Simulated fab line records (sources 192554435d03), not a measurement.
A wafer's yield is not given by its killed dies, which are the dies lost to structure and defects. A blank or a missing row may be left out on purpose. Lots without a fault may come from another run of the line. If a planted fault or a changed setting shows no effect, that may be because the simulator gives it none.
Which tool was responsible? || flow n5_finfet || Sampling: 24 lots, 72 wafers, 2 of 1938 route steps

## WHAT THE GAUGES SHOWED, per wafer
N5_GATE_CUT_THK_MEAS_24.
{"lot": "L074", "measured": "day 4 14:19", "on": "film_metro-01", "GC_FILL_THK (nm)": "217.3 220.5 220.3"}
{"lot": "L075", "measured": "day 4 19:49", "on": "film_metro-01", "GC_FILL_THK (nm)": "217.3 217.8 221.5"}
{"lot": "L076", "measured": "day 5 02:47", "on": "film_metro-02", "GC_FILL_THK (nm)": "221.4 218.4 222.7"}
{"lot": "L077", "measured": "day 5 09:31", "on": "film_metro-01", "GC_FILL_THK (nm)": "221.9 220.0 220.5"}
{"lot": "L078", "measured": "day 5 16:53", "on": "film_metro-02", "GC_FILL_THK (nm)": "217.4 218.4 222.0"}
{"lot": "L079", "measured": "day 5 21:21", "on": "film_metro-01", "GC_FILL_THK (nm)": "220.3 221.9 222.5"}
{"lot": "L080", "measured": "day 6 03:39", "on": "film_metro-01", "GC_FILL_THK (nm)": "219.5 220.5 221.2"}
{"lot": "L081", "measured": "day 6 09:40", "on": "film_metro-01", "GC_FILL_THK (nm)": "216.5 215.0 217.3"}
{"lot": "L082", "measured": "day 6 14:05", "on": "film_metro-02", "GC_FILL_THK (nm)": "221.3 219.4 220.1"}
{"lot": "L083", "measured": "day 6 20:53", "on": "film_metro-01", "GC_FILL_THK (nm)": "219.8 218.6 220.5"}
{"lot": "L084", "measured": "day 7 01:09", "on": "film_metro-02", "GC_FILL_THK (nm)": "212.2 215.7 216.7"}
{"lot": "L085", "measured": "day 7 11:15", "on": "film_metro-02", "GC_FILL_THK (nm)": "220.8 223.6 222.7"}
{"lot": "L086", "measured": "day 7 14:13", "on": "film_metro-01", "GC_FILL_THK (nm)": "216.8 220.0 221.1"}
{"lot": "L087", "measured": "day 7 22:35", "on": "film_metro-02", "GC_FILL_THK (nm)": "217.0 217.2 218.7"}
{"lot": "L088", "measured": "day 8 03:20", "on": "film_metro-01", "GC_FILL_THK (nm)": "221.7 220.8 222.2"}
{"lot": "L089", "measured": "day 8 07:13", "on": "film_metro-02", "GC_FILL_THK (nm)": "218.4 219.1 220.4"}
{"lot": "L090", "measured": "day 8 17:17", "on": "film_metro-01", "GC_FILL_THK (nm)": "216.6 223.3 222.0"}
{"lot": "L091", "measured": "day 8 21:25", "on": "film_metro-02", "GC_FILL_THK (nm)": "221.6 220.8 222.1"}
{"lot": "L092", "measured": "day 9 03:13", "on": "film_metro-02", "GC_FILL_THK (nm)": "220.6 222.9 224.3"}
{"lot": "L093", "measured": "day 9 05:41", "on": "film_metro-02", "GC_FILL_THK (nm)": "218.7 221.2 222.6"}
{"lot": "L094", "measured": "day 9 17:59", "on": "film_metro-02", "GC_FILL_THK (nm)": "217.0 215.5 215.4"}
{"lot": "L095", "measured": "day 9 23:33", "on": "film_metro-01", "GC_FILL_THK (nm)": "218.0 220.1 220.6"}
{"lot": "L096", "measured": "day 10 04:22", "on": "film_metro-01", "GC_FILL_THK (nm)": "219.5 220.1 219.1"}
{"lot": "L097", "measured": "day 10 08:26", "on": "film_metro-02", "GC_FILL_THK (nm)": "218.6 224.0 223.9"}

N5_MOL_CONTACT_COAG_INSPECT_10: inspects for defects (brightfield).
{"lot": "L074", "measured": "day 4 15:34", "on": "defect_inspect-01", "raw_defect_count": "109 142 108"}
{"lot": "L075", "measured": "day 4 20:56", "on": "defect_inspect-02", "raw_defect_count": "78 56 48"}
{"lot": "L076", "measured": "day 5 03:55", "on": "defect_inspect-02", "raw_defect_count": "77 79 126"}
{"lot": "L077", "measured": "day 5 10:39", "on": "defect_inspect-02", "raw_defect_count": "50 76 70"}
{"lot": "L078", "measured": "day 5 18:01", "on": "defect_inspect-02", "raw_defect_count": "97 74 150"}
{"lot": "L079", "measured": "day 5 22:29", "on": "defect_inspect-01", "raw_defect_count": "110 82 51"}
{"lot": "L080", "measured": "day 6 06:50", "on": "defect_inspect-02", "raw_defect_count": "27 102 86"}
{"lot": "L081", "measured": "day 6 10:48", "on": "defect_inspect-01", "raw_defect_count": "58 69 98"}
{"lot": "L082", "measured": "day 6 15:13", "on": "defect_inspect-01", "raw_defect_count": "38 45 54"}
{"lot": "L083", "measured": "day 6 22:04", "on": "defect_inspect-02", "raw_defect_count": "68 69 93"}
{"lot": "L084", "measured": "day 7 02:17", "on": "defect_inspect-01", "raw_defect_count": "65 107 59"}
{"lot": "L085", "measured": "day 7 12:23", "on": "defect_inspect-01", "raw_defect_count": "93 59 108"}
{"lot": "L086", "measured": "day 7 15:28", "on": "defect_inspect-02", "raw_defect_count": "112 139 85"}
{"lot": "L087", "measured": "day 7 23:50", "on": "defect_inspect-02", "raw_defect_count": "66 78 50"}
{"lot": "L088", "measured": "day 8 04:28", "on": "defect_inspect-02", "raw_defect_count": "62 65 57"}
{"lot": "L089", "measured": "day 8 08:28", "on": "defect_inspect-02", "raw_defect_count": "79 55 51"}
{"lot": "L090", "measured": "day 8 18:29", "on": "defect_inspect-02", "raw_defect_count": "131 47 99"}
{"lot": "L091", "measured": "day 8 22:40", "on": "defect_inspect-02", "raw_defect_count": "89 126 90"}
{"lot": "L092", "measured": "day 9 04:28", "on": "defect_inspect-01", "raw_defect_count": "53 61 94"}
{"lot": "L093", "measured": "day 9 06:56", "on": "defect_inspect-01", "raw_defect_count": "104 69 69"}
{"lot": "L094", "measured": "day 9 19:14", "on": "defect_inspect-02", "raw_defect_count": "46 44 70"}
{"lot": "L095", "measured": "day 10 00:41", "on": "defect_inspect-01", "raw_defect_count": "60 51 95"}
{"lot": "L096", "measured": "day 10 05:30", "on": "defect_inspect-01", "raw_defect_count": "104 70 141"}
{"lot": "L097", "measured": "day 10 14:08", "on": "defect_inspect-02", "raw_defect_count": "77 43 40"}

## TOOL THAT RAN EACH LOT (tool first, then ch and the chambers of the sampled wafers, then the start)
Record: no process step prior to these readings.

## WHAT THE TOOLS THEMSELVES READ (means of the sampled wafers that have a number; where no wafer has one, the mark that the record gives instead)
The record holds no such reading with a usual standard deviation.

## THE ANSWER, worked out from the rows above alone
Rule: usual is defined by the lots themselves. Put in order of their means at a reading, lots are off if they are a third of the lots or fewer, leave a main group of 4 or more, and stand apart from it by a gap of 3 or more times the standard deviation of the main group's means; of several such gaps the widest counts. The tables above print the reading to a certain number of digits; a main group whose means all agree to those digits is not used. Also off: a lot with no number at a reading for which 4 or more lots have one. All remaining lots with rows at the step are treated as sound. First the gauges in route order, then the tools' own readings, where a lot's mean is used as printed above. The first step at which some lot is off is used, and at that step the reading that is off furthest; a lot without a number counts as furthest.
None of the lots is off at any reading shown; this tells nothing.

## WHAT THE SIMULATOR PUT IN
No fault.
